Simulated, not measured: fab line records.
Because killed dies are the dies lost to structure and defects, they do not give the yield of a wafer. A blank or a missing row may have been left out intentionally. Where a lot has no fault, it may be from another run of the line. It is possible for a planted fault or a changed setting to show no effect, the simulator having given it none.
Matching of chambers    flow nand_harc    NHARC_A_BLC_ALD_23 on ald_metal-03 has 4 sister chambers
The step deposits TiN, target thk 3 nm, pulse time 1 s, ald cycles 150. 22 wafers are shown with their chamber, then 11 later ones without.

== WAFERS, EACH WITH ITS CHAMBER ==
wafer   chamber  heater_power_w (W)  precursor_pulse_height_rel
L078.1  2        1072                1.030
L078.3  1        1014                0.992
L078.4  3        1004                0.997
L079.1  2        1103                1.016
L079.3  0        982                 0.985
L079.4  3        1065                0.992
L075.1  3        1045                0.986
L075.3  2        1073                1.002
L075.4  1        1004                0.989
L077.2  2        1057                1.012
L077.3  1        1025                1.014
L077.4  0        982                 0.957
L080.1  2        1051                0.976
L080.2  0        989                 0.989
L080.5  2        1074                1.051
L080.3  3        1028                0.990
L080.4  1        1008                1.005
L080.6  3        1037                0.998
L082.1  3        1042                1.027
L082.2  0        999                 1.004
L082.5  3        1013                1.000
L086.1  1        1019                0.974

SIGNATURES, as means of the wafers listed above
reading                     chamber 0  chamber 1  chamber 2  chamber 3  scatter within a chamber
heater_power_w              988.00     1014.00    1071.67    1033.43    16.1
precursor_pulse_height_rel  0.98375    0.99480    1.01450    0.99857    0.0189
Rule: distance of a wafer from a chamber = root of the sum over the readings of ((wafer's reading minus chamber's mean) / reading's scatter) squared. The wafer belongs to the nearest chamber; if the next one is less than 2 further off, it can't be placed. The scatter is the square root of a quotient: the sum, over the shown wafers, of each reading's squared deviation from its chamber's mean, divided by wafers minus chambers.

== WAFERS WITHOUT THEIR CHAMBER ==
wafer   heater_power_w (W)  precursor_pulse_height_rel
L086.3  1016                0.984
L086.6  999                 0.992
L092.4  992                 1.012
L092.5  976                 1.005
L092.6  1032                1.005
L097.2  963                 0.983
L097.4  952                 1.017
L097.6  935                 1.019
L095.1  1073                1.041
L095.4  1023                1.019
L095.6  956                 1.026

== THE CHAMBER EACH PASSED THROUGH ==
wafer   from the rows above                in truth
L086.3  can't be placed: 1 or 3 or 0       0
L086.6  can't be placed: 0 or 1 or 3       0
L092.4  can't be placed: 0 or 1 or 3       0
L092.5  can't be placed: 0 or 1            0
L092.6  can't be placed: 3 or 1            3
L097.2  can't be placed: 0 or 1            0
L097.4  can't be placed: 0 or 1            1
L097.6  can't be placed: 0 or 1            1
L095.1  can't be placed: 2 or 3            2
L095.4  can't be placed: 3 or 1 or 0 or 2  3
L095.6  can't be placed: 0 or 1            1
Correctly placed: 0 of 11. Cannot be placed on the basis of these rows: 11; the candidates contain the true chamber in 11. Placed wrongly: 0.
